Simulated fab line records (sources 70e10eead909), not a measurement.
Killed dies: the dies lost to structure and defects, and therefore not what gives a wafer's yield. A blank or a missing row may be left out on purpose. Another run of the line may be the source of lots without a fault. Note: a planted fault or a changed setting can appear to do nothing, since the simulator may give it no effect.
A struck lot beside a sound one	flow nand-harc	18 out of 1159 route steps
Sound: these wafers, L110.1, L110.3, L110.5. Struck: wafer L102.2 (left out: L102.3, L102.6 of the same lot, which were not struck); the cause appears at the end.
Order at every step that has rows: each side's tool, ch and its chambers, its first start. Under that, the readings that differ: sound wafers	struck wafers	difference of the means	sigmas: that difference in standard deviations of wafers without a fault.
alike: same words and numbers on both sides, and readings whose means sit less than 2 such deviations apart. not compared: any withheld reading, any reading some wafer has no value for, any bound like >300 that may hide the same value, and any number with overlapping values for which the record gives no deviation.
A row with sigmas, a row that says differs or no value, or rows on one side alone: a step with any of these is where the two part. When numbers do not overlap yet have no deviation, they are printed without sigmas and do not part them. Lack of a reading on every wafer of one side parts them only where that side has two or more wafers.

NHARC_P_M2_ETCH_35: etches the open film in N2/H2, target depth 40 nm, overetch 12 nm, time 43.94 s.
  sound on rie-diel-03 ch 0,1,2, day 9 12:58; struck on rie-diel-03 ch 2, day 7 01:56
  alike: drypump-motor-current-A, oes-product-au, rf-fwd-power-W, rf-vpp-V, showerhead-plenum-p-Torr, throttle-valve-pct
  not compared: rf-hours-counter-h
then, 1 step without rows for these wafers: NHARC_P_M2_ETCH_15 (etches the open film in C4F8/Ar, target depth 182.5 nm, time 91.2 s).
NHARC_P_M2_CD_MEAS_16:
  sound on cd-sem-01 at day 9 13:10; struck on cd-sem-01 at day 7 02:08
  alike: cd-nm
then, 3 steps without rows for these wafers: NHARC_P_M2_STRIP_18 (strips in N2/H2); NHARC_P_M2_ETCH_28 (etches the open film in CF4/N2, target depth 30 nm, time 72.99 s); NHARC_P_M2_STRIP_19 (strips in post etch residue remover, time 600 s).
NHARC_P_M2_DEGAS_29: time 60 s.
  sound on pvd-sputter-02 at day 9 13:53; struck on pvd-sputter-03 at day 7 02:55
  alike: heater-power-w
NHARC_P_M2_PRE_CLEAN_30: time 30 s.
  sound on pvd-sputter-02; struck on pvd-sputter-03
  alike: heater-power-w
NHARC_P_M2_PVD_20: deposits TaN, target thk 5 nm, time 8.06 s.
  sound on pvd-sputter-02; struck on pvd-sputter-03
  alike: throttle-valve-pct
then, 2 steps without rows for these wafers: NHARC_P_M2_PVD_21 (deposits Cu, target thk 30 nm, time 20.49 s); NHARC_P_M2_ECD_22 (material Cu, target thk 400 nm).
NHARC_P_M2_ANNEAL_31: time 90 s.
  sound on rtp-anneal-01 ch 0, day 9 14:38; struck on rtp-anneal-02 ch 0, day 7 03:44
  alike: wafer_temp_C_max
NHARC_P_M2_CMP_23: polishes, t overpolish 20 s, target thk 144.3 nm.
  sound on cmp-02 ch 0,1, day 9 15:00; struck on cmp-04 ch 2, day 7 04:05
  alike: motor-current-A, time-to-endpoint-s
NHARC_P_M2_THK_MEAS_24: measures by xrf.
  sound on film-metro-02 at day 9 15:17; struck on film-metro-01 at day 7 04:21
  alike: thk-nm
after that, 1 step had no rows for these wafers: NHARC_P_M2_SRD_25.
NHARC_P_M2_INSPECT_27:
  sound on defect-inspect-01 at day 9 15:27; struck on defect-inspect-01 at day 7 04:31
reading	sound	struck	difference	sigmas
raw-defect-count	272 157 213	606	+392	+4
then, 1 step without rows for these wafers: NHARC_P_M2_PRE_CLEAN_32 (time 12 s).
-- break in the record here, with 15 days between the starts of the struck wafers on either side (left off in module P_M2, picked up again in module END, where the first step shown is number 1159 on the route) --
NHARC_END_SORT_01:
  here the record holds rows for the struck wafers (prober-02 ch 0, day 22 07:11) but none for the sound ones

## WHERE THEY PART
First at NHARC_P_M2_INSPECT_27; last, within this record, at NHARC_END_SORT_01.

WHY: what had been put in by the simulator
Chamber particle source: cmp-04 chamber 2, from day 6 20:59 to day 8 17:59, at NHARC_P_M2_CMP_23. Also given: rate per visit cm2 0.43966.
